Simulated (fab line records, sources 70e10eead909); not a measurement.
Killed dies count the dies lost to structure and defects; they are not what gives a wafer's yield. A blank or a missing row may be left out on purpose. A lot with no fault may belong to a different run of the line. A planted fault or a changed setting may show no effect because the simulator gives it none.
Which tool did it? + flow nand_harc + 24 lots with 72 wafers sampled at 5 steps, on a route of 1159 steps

== WHAT EACH GAUGE READ, for each wafer ==
NHARC_P_CONTACT_INSPECT_14. Usual: 3.7 for raw_defect_count, sd 2.1.
| lot  | measured     | on                | raw_defect_count | flag |
|------|--------------|-------------------|------------------|------|
| L074 | day 5 18:10  | defect_inspect-02 | 3 5 0            |      |
| L075 | day 5 19:19  | defect_inspect-02 | 2 1 4            |      |
| L076 | day 6 08:02  | defect_inspect-01 | 5 7 3            |      |
| L077 | day 6 09:19  | defect_inspect-02 | 2 5 6            |      |
| L078 | day 6 15:17  | defect_inspect-02 | 5 5 6            |      |
| L079 | day 6 14:28  | defect_inspect-01 | 4 2 5            |      |
| L080 | day 7 09:29  | defect_inspect-02 | 2 3 4            |      |
| L081 | day 7 08:32  | defect_inspect-01 | 7 8 4            |      |
| L082 | day 7 08:46  | defect_inspect-01 | 7 9 5            |      |
| L083 | day 7 19:29  | defect_inspect-02 | 3 1 1            |      |
| L084 | day 7 20:43  | defect_inspect-02 | 3 6 5            |      |
| L085 | day 8 21:37  | defect_inspect-02 | 1 2 2            |      |
| L086 | day 8 20:42  | defect_inspect-02 | 0 2 3            |      |
| L087 | day 8 22:37  | defect_inspect-01 | 1 2 1            |      |
| L088 | day 9 03:22  | defect_inspect-02 | 1 2 3            |      |
| L089 | day 9 08:32  | defect_inspect-01 | 5 1 1            |      |
| L090 | day 9 16:26  | defect_inspect-01 | 6 10 9           |      |
| L091 | day 9 21:47  | defect_inspect-02 | 2 3 5            |      |
| L092 | day 10 03:44 | defect_inspect-02 | 7 5 6            |      |
| L093 | day 10 02:43 | defect_inspect-02 | 6 4 5            |      |
| L094 | day 10 20:44 | defect_inspect-01 | 4 7 3            |      |
| L095 | day 10 20:10 | defect_inspect-01 | 1 3 1            |      |
| L096 | day 11 03:19 | defect_inspect-01 | 2 5 2            |      |
| L097 | day 11 03:53 | defect_inspect-02 | 8 4 2            |      |

== WHICH TOOL RAN EACH LOT (tool, then ch and the chambers of the sampled wafers, then the start) ==
| lot  | NHARC_P_ZERO_WELL_DESCUM_54       | NHARC_P_GATE_STRIP_101             | NHARC_P_GATE_RTA_82              | NHARC_P_CONTACT_DEP_00                     |
|------|-----------------------------------|------------------------------------|----------------------------------|--------------------------------------------|
| L074 | rie_diel-13 ch 1,2,3, day 1 17:49 | rie_diel-04 ch 1,2,3, day 5 08:31  | rtp_anneal-01 ch 0, day 5 16:13  | pecvd-01 ch 0,2, day 5 18:10 or earlier    |
| L075 | rie_diel-07 ch 1,2,3, day 1 23:51 | rie_diel-04 ch 1,2,3, day 5 09:19  | rtp_anneal-02 ch 0, day 5 16:59  | pecvd-01 ch 1,2, day 5 19:19 or earlier    |
| L076 | rie_diel-05 ch 0,1,3, day 2 05:59 | rie_diel-02 ch 1,2, day 5 22:56    | rtp_anneal-01 ch 0, day 6 06:13  | pecvd-01 ch 0,2, day 6 08:02 or earlier    |
| L077 | rie_diel-05 ch 0,2, day 2 11:55   | rie_diel-08 ch 0,2,3, day 6 00:22  | rtp_anneal-02 ch 0, day 6 07:29  | pecvd-03 ch 0,1, day 6 09:19 or earlier    |
| L078 | rie_diel-13 ch 0,1,2, day 2 18:02 | rie_diel-04 ch 0,1,2, day 6 05:49  | rtp_anneal-02 ch 0, day 6 12:52  | pecvd-04 ch 0,2, day 6 15:17 or earlier    |
| L079 | rie_diel-13 ch 2,3, day 2 23:56   | rie_diel-04 ch 1,2,3, day 6 05:26  | rtp_anneal-01 ch 0, day 6 12:31  | pecvd-03 ch 0,1,2, day 6 14:28 or earlier  |
| L080 | rie_diel-05 ch 0,1,2, day 3 05:57 | rie_diel-08 ch 0,1,3, day 6 23:56  | rtp_anneal-01 ch 0, day 7 07:32  | pecvd-01 ch 0,1, day 7 09:29 or earlier    |
| L081 | rie_diel-13 ch 0,1,2, day 3 11:47 | rie_diel-02 ch 0,2,3, day 6 23:03  | rtp_anneal-02 ch 0, day 7 06:28  | pecvd-04 ch 0,1, day 7 08:32 or earlier    |
| L082 | rie_diel-05 ch 0,2, day 3 18:05   | rie_diel-08 ch 0,1,3, day 6 23:18  | rtp_anneal-01 ch 0, day 7 06:52  | pecvd-03 ch 1,2, day 7 08:46 or earlier    |
| L083 | rie_diel-05 ch 1,2,3, day 3 23:56 | rie_diel-08 ch 1,2,3, day 7 10:31  | rtp_anneal-01 ch 0, day 7 17:34  | pecvd-01 ch 0,1, day 7 19:29 or earlier    |
| L084 | rie_diel-13 ch 2,3, day 4 06:13   | rie_diel-08 ch 0,3, day 7 10:42    | rtp_anneal-02 ch 0, day 7 18:35  | pecvd-01 ch 1,2, day 7 20:43 or earlier    |
| L085 | rie_diel-13 ch 1,3, day 4 12:17   | rie_diel-08 ch 0,2, day 8 11:48    | rtp_anneal-01 ch 0, day 8 19:50  | pecvd-01 ch 0,1, day 8 21:37 or earlier    |
| L086 | rie_diel-07 ch 0,1,2, day 4 18:16 | rie_diel-02 ch 0,3, day 8 11:23    | rtp_anneal-02 ch 0, day 8 18:46  | pecvd-04 ch 0,2, day 8 20:42 or earlier    |
| L087 | rie_diel-07 ch 2,3, day 5 00:03   | rie_diel-02 ch 0,1,2, day 8 12:15  | rtp_anneal-02 ch 0, day 8 20:41  | pecvd-04 ch 0,2, day 8 22:37 or earlier    |
| L088 | rie_diel-05 ch 0,1,3, day 5 06:31 | rie_diel-02 ch 0,2,3, day 8 17:45  | rtp_anneal-02 ch 0, day 9 01:36  | pecvd-04 ch 1,2, day 9 03:22 or earlier    |
| L089 | rie_diel-07 ch 0,2, day 5 12:05   | rie_diel-04 ch 1,3, day 8 23:30    | rtp_anneal-01 ch 0, day 9 06:42  | pecvd-01 ch 0,2, day 9 08:32 or earlier    |
| L090 | rie_diel-13 ch 0,2,3, day 5 17:56 | rie_diel-08 ch 0,2, day 9 07:25    | rtp_anneal-02 ch 0, day 9 14:27  | pecvd-03 ch 0,1,2, day 9 16:26 or earlier  |
| L091 | rie_diel-07 ch 0,2,3, day 6 00:20 | rie_diel-02 ch 0,1,3, day 9 12:54  | rtp_anneal-01 ch 0, day 9 19:50  | pecvd-01 ch 1,2, day 9 21:47 or earlier    |
| L092 | rie_diel-05 ch 2,3, day 6 05:41   | rie_diel-04 ch 1,3, day 9 18:50    | rtp_anneal-01 ch 0, day 10 01:50 | pecvd-04 ch 0,1, day 10 03:44 or earlier   |
| L093 | rie_diel-13 ch 0,1,3, day 6 11:52 | rie_diel-04 ch 0,1,3, day 9 17:33  | rtp_anneal-02 ch 0, day 10 00:59 | pecvd-03 ch 0,1,2, day 10 02:43 or earlier |
| L094 | rie_diel-07 ch 0,1,2, day 6 17:54 | rie_diel-04 ch 0,2, day 10 11:34   | rtp_anneal-02 ch 0, day 10 18:52 | pecvd-04 ch 0,1, day 10 20:44 or earlier   |
| L095 | rie_diel-07 ch 1,2,3, day 6 23:52 | rie_diel-04 ch 0,1,3, day 10 11:02 | rtp_anneal-02 ch 0, day 10 18:14 | pecvd-03 ch 0,1,2, day 10 20:10 or earlier |
| L096 | rie_diel-13 ch 0,1,2, day 7 05:53 | rie_diel-02 ch 2,3, day 10 18:09   | rtp_anneal-02 ch 0, day 11 01:22 | pecvd-03 ch 0,1, day 11 03:19 or earlier   |
| L097 | rie_diel-07 ch 0,3, day 7 11:52   | rie_diel-02 ch 1,2,3, day 10 18:12 | rtp_anneal-02 ch 0, day 11 01:56 | pecvd-04 ch 0,1, day 11 03:53 or earlier   |
- NHARC_P_ZERO_WELL_DESCUM_54: chemistry O2, time 3 s.
- NHARC_P_GATE_STRIP_101: strips in O2, time 20 s.
- NHARC_P_GATE_RTA_82: time 30 s.
- NHARC_P_CONTACT_DEP_00: deposits SiO2, target thk 500 nm.

== AS READ BY THE TOOLS THEMSELVES (means over the sampled wafers that have a number; for cases with no such wafer, the mark the record gives instead) ==
NHARC_P_ZERO_WELL_DESCUM_54. Usual: drypump_motor_current_A 5.4 A, standard deviation 0.34; oes_product_au 1.000 a.u., standard deviation 0.0096; rf_vpp_V 57.5 V, standard deviation 0.97; showerhead_plenum_p_Torr 1.89 Torr, standard deviation 0.087; throttle_valve_pct 11.310 %, standard deviation 0.0088.
| lot  | tool        | drypump_motor_current_A (A) | oes_product_au (a.u.) | rf_vpp_V (V) | showerhead_plenum_p_Torr (Torr) | throttle_valve_pct (%) | flag |
|------|-------------|-----------------------------|-----------------------|--------------|---------------------------------|------------------------|------|
| L074 | rie_diel-13 | 5.4                         | 1.001                 | 57.7         | 1.87                            | 11.311                 |      |
| L075 | rie_diel-07 | 5.7                         | 0.994                 | 58.0         | 1.86                            | 11.310                 |      |
| L076 | rie_diel-05 | 5.3                         | 1.005                 | 58.6         | 1.95                            | 11.318                 |      |
| L077 | rie_diel-05 | 5.2                         | 1.010                 | 58.0         | 2.02                            | 11.316                 |      |
| L078 | rie_diel-13 | 5.4                         | 1.000                 | 57.0         | 1.88                            | 11.304                 |      |
| L079 | rie_diel-13 | 5.5                         | 0.993                 | 57.3         | 1.87                            | 11.306                 |      |
| L080 | rie_diel-05 | 5.3                         | 1.006                 | 57.4         | 1.95                            | 11.312                 |      |
| L081 | rie_diel-13 | 5.4                         | 0.993                 | 56.5         | 1.88                            | 11.309                 |      |
| L082 | rie_diel-05 | 5.4                         | 1.004                 | 58.5         | 2.00                            | 11.303                 |      |
| L083 | rie_diel-05 | 5.2                         | 1.004                 | 57.3         | 1.97                            | 11.305                 |      |
| L084 | rie_diel-13 | 5.5                         | 1.001                 | 57.4         | 1.87                            | 11.314                 |      |
| L085 | rie_diel-13 | 5.4                         | 0.997                 | 57.4         | 1.80                            | 11.317                 |      |
| L086 | rie_diel-07 | 5.3                         | 1.007                 | 57.9         | 1.89                            | 11.302                 |      |
| L087 | rie_diel-07 | 5.7                         | 1.011                 | 57.3         | 1.90                            | 11.311                 |      |
| L088 | rie_diel-05 | 5.3                         | 0.996                 | 57.2         | 1.94                            | 11.313                 |      |
| L089 | rie_diel-07 | 5.3                         | 1.006                 | 57.3         | 1.93                            | 11.312                 |      |
| L090 | rie_diel-13 | 5.5                         | 0.994                 | 57.5         | 1.88                            | 11.316                 |      |
| L091 | rie_diel-07 | 5.6                         | 0.996                 | 57.4         | 1.89                            | 11.313                 |      |
| L092 | rie_diel-05 | 5.1                         | 0.999                 | 58.7         | 2.04                            | 11.303                 |      |
| L093 | rie_diel-13 | 5.5                         | 0.998                 | 57.4         | 1.81                            | 11.322                 |      |
| L094 | rie_diel-07 | 5.3                         | 1.008                 | 58.4         | 1.89                            | 11.307                 |      |
| L095 | rie_diel-07 | 5.7                         | 1.008                 | 58.2         | 1.86                            | 11.311                 |      |
| L096 | rie_diel-13 | 5.4                         | 0.991                 | 57.4         | 1.88                            | 11.311                 |      |
| L097 | rie_diel-07 | 5.9                         | 0.999                 | 57.0         | 1.86                            | 11.315                 |      |

NHARC_P_GATE_STRIP_101. Usual: drypump_motor_current_A 5.7 A, standard deviation 0.34; oes_product_au 1.000 a.u., standard deviation 0.012; rf_vpp_V 58.0 V, standard deviation 0.97; showerhead_plenum_p_Torr 3.60 Torr, standard deviation 0.087; throttle_valve_pct 17.037 %, standard deviation 0.0093.
| lot  | tool        | drypump_motor_current_A (A) | oes_product_au (a.u.) | rf_vpp_V (V) | showerhead_plenum_p_Torr (Torr) | throttle_valve_pct (%) | flag |
|------|-------------|-----------------------------|-----------------------|--------------|---------------------------------|------------------------|------|
| L074 | rie_diel-04 | 5.9                         | 1.012                 | 57.7         | 3.60                            | 17.031                 |      |
| L075 | rie_diel-04 | 5.9                         | 1.017                 | 58.0         | 3.60                            | 17.035                 |      |
| L076 | rie_diel-02 | 6.0                         | 0.988                 | 57.4         | 3.55                            | 17.040                 |      |
| L077 | rie_diel-08 | 5.6                         | 1.002                 | 57.7         | 3.64                            | 17.026                 |      |
| L078 | rie_diel-04 | 5.8                         | 0.993                 | 58.7         | 3.61                            | 17.041                 |      |
| L079 | rie_diel-04 | 5.9                         | 0.999                 | 57.6         | 3.59                            | 17.035                 |      |
| L080 | rie_diel-08 | 5.7                         | 1.002                 | 57.4         | 3.65                            | 17.026                 |      |
| L081 | rie_diel-02 | 5.6                         | 0.983                 | 58.1         | 3.55                            | 17.029                 |      |
| L082 | rie_diel-08 | 5.7                         | 1.005                 | 58.6         | 3.65                            | 17.044                 |      |
| L083 | rie_diel-08 | 5.8                         | 1.002                 | 59.1         | 3.72                            | 17.039                 |      |
| L084 | rie_diel-08 | 5.5                         | 1.014                 | 57.5         | 3.56                            | 17.049                 |      |
| L085 | rie_diel-08 | 5.3                         | 1.018                 | 57.7         | 3.57                            | 17.041                 |      |
| L086 | rie_diel-02 | 5.2                         | 1.003                 | 58.4         | 3.60                            | 17.031                 |      |
| L087 | rie_diel-02 | 5.7                         | 0.997                 | 57.5         | 3.57                            | 17.041                 |      |
| L088 | rie_diel-02 | 5.6                         | 0.995                 | 58.5         | 3.55                            | 17.029                 |      |
| L089 | rie_diel-04 | 5.7                         | 1.004                 | 57.8         | 3.61                            | 17.031                 |      |
| L090 | rie_diel-08 | 5.4                         | 1.004                 | 58.2         | 3.64                            | 17.039                 |      |
| L091 | rie_diel-02 | 5.4                         | 1.003                 | 58.3         | 3.62                            | 17.038                 |      |
| L092 | rie_diel-04 | 5.8                         | 1.006                 | 57.9         | 3.56                            | 17.036                 |      |
| L093 | rie_diel-04 | 5.7                         | 0.996                 | 57.7         | 3.58                            | 17.039                 |      |
| L094 | rie_diel-04 | 5.8                         | 1.009                 | 57.7         | 3.57                            | 17.039                 |      |
| L095 | rie_diel-04 | 5.7                         | 1.003                 | 57.8         | 3.58                            | 17.038                 |      |
| L096 | rie_diel-02 | 5.8                         | 0.988                 | 57.7         | 3.51                            | 17.033                 |      |
| L097 | rie_diel-02 | 5.6                         | 0.995                 | 57.2         | 3.59                            | 17.033                 |      |

NHARC_P_GATE_RTA_82. Usual: lamp_power_pct 4.1 %, standard deviation 0.3; lamp_zone_1_pct 4.1 %, standard deviation 0.3; lamp_zone_2_pct 4.1 %, standard deviation 0.3; lamp_zone_4_pct 4.1 %, standard deviation 0.3; wafer_temp_C_max 452.6, standard deviation 0.93.
| lot  | tool          | lamp_power_pct (%) | lamp_zone_1_pct (%) | lamp_zone_2_pct (%) | lamp_zone_4_pct (%) | wafer_temp_C_max | flag |
|------|---------------|--------------------|---------------------|---------------------|---------------------|------------------|------|
| L074 | rtp_anneal-01 | 3.8                | 3.7                 | 3.7                 | 3.7                 | 452.9            |      |
| L075 | rtp_anneal-02 | 4.4                | 4.4                 | 4.4                 | 4.4                 | 452.2            |      |
| L076 | rtp_anneal-01 | 3.7                | 3.7                 | 3.7                 | 3.8                 | 453.3            |      |
| L077 | rtp_anneal-02 | 4.4                | 4.4                 | 4.4                 | 4.4                 | 452.2            |      |
| L078 | rtp_anneal-02 | 4.4                | 4.4                 | 4.4                 | 4.4                 | 451.2            |      |
| L079 | rtp_anneal-01 | 3.7                | 3.7                 | 3.7                 | 3.8                 | 453.3            |      |
| L080 | rtp_anneal-01 | 3.7                | 3.7                 | 3.7                 | 3.8                 | 453.1            |      |
| L081 | rtp_anneal-02 | 4.4                | 4.4                 | 4.4                 | 4.4                 | 452.0            |      |
| L082 | rtp_anneal-01 | 3.8                | 3.7                 | 3.7                 | 3.8                 | 453.6            |      |
| L083 | rtp_anneal-01 | 3.8                | 3.7                 | 3.7                 | 3.7                 | 453.3            |      |
| L084 | rtp_anneal-02 | 4.4                | 4.4                 | 4.4                 | 4.4                 | 451.9            |      |
| L085 | rtp_anneal-01 | 3.8                | 3.8                 | 3.7                 | 3.8                 | 453.4            |      |
| L086 | rtp_anneal-02 | 4.4                | 4.4                 | 4.4                 | 4.4                 | 451.8            |      |
| L087 | rtp_anneal-02 | 4.4                | 4.4                 | 4.4                 | 4.4                 | 451.7            |      |
| L088 | rtp_anneal-02 | 4.4                | 4.4                 | 4.4                 | 4.4                 | 452.1            |      |
| L089 | rtp_anneal-01 | 3.8                | 3.7                 | 3.7                 | 3.8                 | 453.3            |      |
| L090 | rtp_anneal-02 | 4.4                | 4.4                 | 4.4                 | 4.4                 | 452.1            |      |
| L091 | rtp_anneal-01 | 3.8                | 3.7                 | 3.7                 | 3.8                 | 453.5            |      |
| L092 | rtp_anneal-01 | 3.8                | 3.7                 | 3.7                 | 3.8                 | 453.6            |      |
| L093 | rtp_anneal-02 | 4.4                | 4.4                 | 4.4                 | 4.4                 | 451.9            |      |
| L094 | rtp_anneal-02 | 4.4                | 4.4                 | 4.4                 | 4.4                 | 451.7            |      |
| L095 | rtp_anneal-02 | 4.4                | 4.4                 | 4.4                 | 4.4                 | 452.5            |      |
| L096 | rtp_anneal-02 | 4.4                | 4.4                 | 4.4                 | 4.4                 | 452.1            |      |
| L097 | rtp_anneal-02 | 4.4                | 4.4                 | 4.4                 | 4.4                 | 452.1            |      |

NHARC_P_CONTACT_DEP_00. Usual: heater_power_w 570 W, standard deviation 63; susceptor_temp_C 399.99 C, standard deviation 0.23; throttle_valve_pct 16.0 %, standard deviation 0.41.
| lot  | tool     | heater_power_w (W) | susceptor_temp_C (C) | throttle_valve_pct (%) | flag |
|------|----------|--------------------|----------------------|------------------------|------|
| L074 | pecvd-01 | 596                | 400.18               | 16.2                   |      |
| L075 | pecvd-01 | 574                | 399.97               | 15.9                   |      |
| L076 | pecvd-01 | 548                | 399.93               | 16.3                   |      |
| L077 | pecvd-03 | 563                | 399.98               | 15.8                   |      |
| L078 | pecvd-04 | 612                | 400.10               | 16.0                   |      |
| L079 | pecvd-03 | 579                | 400.14               | 15.6                   |      |
| L080 | pecvd-01 | 556                | 400.07               | 16.2                   |      |
| L081 | pecvd-04 | 575                | 399.96               | 16.1                   |      |
| L082 | pecvd-03 | 535                | 399.76               | 16.0                   |      |
| L083 | pecvd-01 | 520                | 399.74               | 16.5                   |      |
| L084 | pecvd-01 | 536                | 400.18               | 16.2                   |      |
| L085 | pecvd-01 | 516                | 399.85               | 16.5                   |      |
| L086 | pecvd-04 | 607                | 400.06               | 16.2                   |      |
| L087 | pecvd-04 | 613                | 399.74               | 16.4                   |      |
| L088 | pecvd-04 | 539                | 399.91               | 15.7                   |      |
| L089 | pecvd-01 | 537                | 400.34               | 16.6                   |      |
| L090 | pecvd-03 | 545                | 399.99               | 15.7                   |      |
| L091 | pecvd-01 | 593                | 399.98               | 16.0                   |      |
| L092 | pecvd-04 | 602                | 399.86               | 15.7                   |      |
| L093 | pecvd-03 | 565                | 400.07               | 15.9                   |      |
| L094 | pecvd-04 | 649                | 399.96               | 15.8                   |      |
| L095 | pecvd-03 | 542                | 399.87               | 15.8                   |      |
| L096 | pecvd-03 | 522                | 400.03               | 15.8                   |      |
| L097 | pecvd-04 | 643                | 400.09               | 15.8                   |      |

== THE ANSWER, worked out from the rows above alone ==
Rule: a lot counts as off when the mean over its wafers that have a number is more than 3 standard deviations away from the usual mean. Also off: a lot with no number at a reading for which 4 or more lots have one. The other lots that the step has rows for count as sound. After the gauges, taken in route order, come the tools' own readings; for these a lot's mean is taken, as printed above. At the first step where some lot is off, the reading lying furthest off is the one used; lots without a number count as furthest.
No lot is off at any reading shown: from this, nothing can be told.

== WHAT THE SIMULATOR PUT IN ==
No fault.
